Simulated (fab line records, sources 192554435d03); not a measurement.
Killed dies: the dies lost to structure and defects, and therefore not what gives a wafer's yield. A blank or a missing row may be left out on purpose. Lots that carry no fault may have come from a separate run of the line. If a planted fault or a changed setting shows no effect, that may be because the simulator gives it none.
Which tool is to blame? -- flow n5 finfet -- Sampling: 23 lots, 69 wafers, 2 of 1938 route steps

WHAT THE GAUGES SHOWED, per wafer
N5_GATE_CUT_INSPECT_15: inspects for defects (brightfield).
lot,measured,on,raw defect count
L074,day 4 17:17,defect inspect-02,112 141 82
L075,day 4 19:32,defect inspect-02,83 131 187
L076,day 5 03:15,defect inspect-01,158 94 119
L077,day 5 11:32,defect inspect-02,99 118 103
L078,day 5 20:32,defect inspect-02,142 93 74
L079,day 5 23:34,defect inspect-02,136 142 115
L081,day 6 06:06,defect inspect-02,119 104 83
L080,day 6 08:38,defect inspect-01,106 92 90
L082,day 6 15:40,defect inspect-01,87 124 114
L083,day 6 22:44,defect inspect-01,91 142 106
L084,day 7 01:31,defect inspect-01,94 101 84
L086,day 7 11:57,defect inspect-01,188 164 154
L087,day 7 21:11,defect inspect-01,85 112 93
L088,day 8 01:25,defect inspect-01,140 106 123
L089,day 8 05:27,defect inspect-01,68 96 77
L090,day 8 12:13,defect inspect-01,143 143 125
L091,day 8 20:32,defect inspect-02,71 60 74
L092,day 9 05:02,defect inspect-01,177 112 223
L093,day 9 07:43,defect inspect-01,126 123 102
L094,day 9 14:54,defect inspect-01,232 163 232
L095,day 9 20:16,defect inspect-01,122 111 158
L096,day 10 05:42,defect inspect-01,165 218 215
L097,day 10 10:09,defect inspect-01,109 119 102

EACH LOT AND THE TOOL THAT RAN IT (in order: tool; ch and the chambers of the sampled wafers; start)
lot,N5_HKMG_FIN_W_FILL_22
L074,"cvd w-02 ch 0,1, day 4 12:45"
L075,"cvd w-02 ch 0,1, day 4 14:55"
L076,"cvd w-02 ch 0,1, day 4 22:46"
L077,"cvd w-01 ch 0,1, day 5 05:18"
L078,"cvd w-02 ch 0,1, day 5 16:01"
L079,"cvd w-02 ch 0,1, day 5 18:54"
L081,"cvd w-01 ch 0,1, day 6 01:28"
L080,"cvd w-02 ch 0,1, day 6 03:53"
L082,"cvd w-02 ch 0,1, day 6 10:52"
L083,"cvd w-02 ch 0,1, day 6 18:05"
L084,"cvd w-02 ch 0,1, day 6 21:01"
L086,"cvd w-01 ch 0,1, day 7 07:20"
L087,"cvd w-01 ch 0,1, day 7 16:32"
L088,"cvd w-02 ch 0,1, day 7 20:49"
L089,"cvd w-02 ch 0,1, day 8 00:43"
L090,"cvd w-02 ch 0,1, day 8 07:31"
L091,"cvd w-02 ch 0,1, day 8 16:04"
L092,"cvd w-01 ch 0,1, day 9 00:15"
L093,"cvd w-02 ch 0,1, day 9 02:47"
L094,"cvd w-02 ch 0,1, day 9 10:05"
L095,"cvd w-02 ch 0,1, day 9 15:21"
L096,"cvd w-02 ch 0,1, day 10 01:14"
L097,"cvd w-02 ch 0,1, day 10 05:02"
- N5_HKMG_FIN_W_FILL_22: material W, target thk 60 nm, time 18.2 s.

WHAT THE TOOLS THEMSELVES READ (means of the sampled wafers that have a number; where no wafer has one, the mark that the record gives instead)
N5_HKMG_FIN_W_FILL_22.
lot,tool,heater power w (W),throttle valve pct (%)
L074,cvd w-02,885,19.1
L075,cvd w-02,868,19.2
L076,cvd w-02,881,19.2
L077,cvd w-01,802,19.5
L078,cvd w-02,844,18.8
L079,cvd w-02,880,19.2
L081,cvd w-01,831,18.7
L080,cvd w-02,856,18.9
L082,cvd w-02,890,19.2
L083,cvd w-02,875,19.4
L084,cvd w-02,885,19.1
L086,cvd w-01,832,19.0
L087,cvd w-01,801,19.5
L088,cvd w-02,891,19.4
L089,cvd w-02,884,19.4
L090,cvd w-02,852,18.9
L091,cvd w-02,853,18.7
L092,cvd w-01,798,19.6
L093,cvd w-02,837,18.9
L094,cvd w-02,891,19.4
L095,cvd w-02,859,19.0
L096,cvd w-02,859,18.9
L097,cvd w-02,889,19.4

THE ANSWER, worked out from the rows above alone
Rule: the usual values come from the lots themselves. Put in order of their means at a reading, lots are off if they are a third of the lots or fewer, leave a main group of 4 or more, and stand apart from it by a gap of 3 or more times the standard deviation of the main group's means; of several such gaps the widest counts. The tables above print the reading to a certain number of digits; a main group whose means all agree to those digits is not used. Also off: a lot with no number at a reading for which 4 or more lots have one. The other lots that the step has rows for count as sound. First the gauges in route order, then the tools' own readings, where a lot's mean is used as printed above. At the first step where some lot is off, the reading lying furthest off is the one used; lots without a number count as furthest.
Nothing can be told from this: no lot is off at any reading shown.

WHAT HAD BEEN PUT IN BY THE SIMULATOR
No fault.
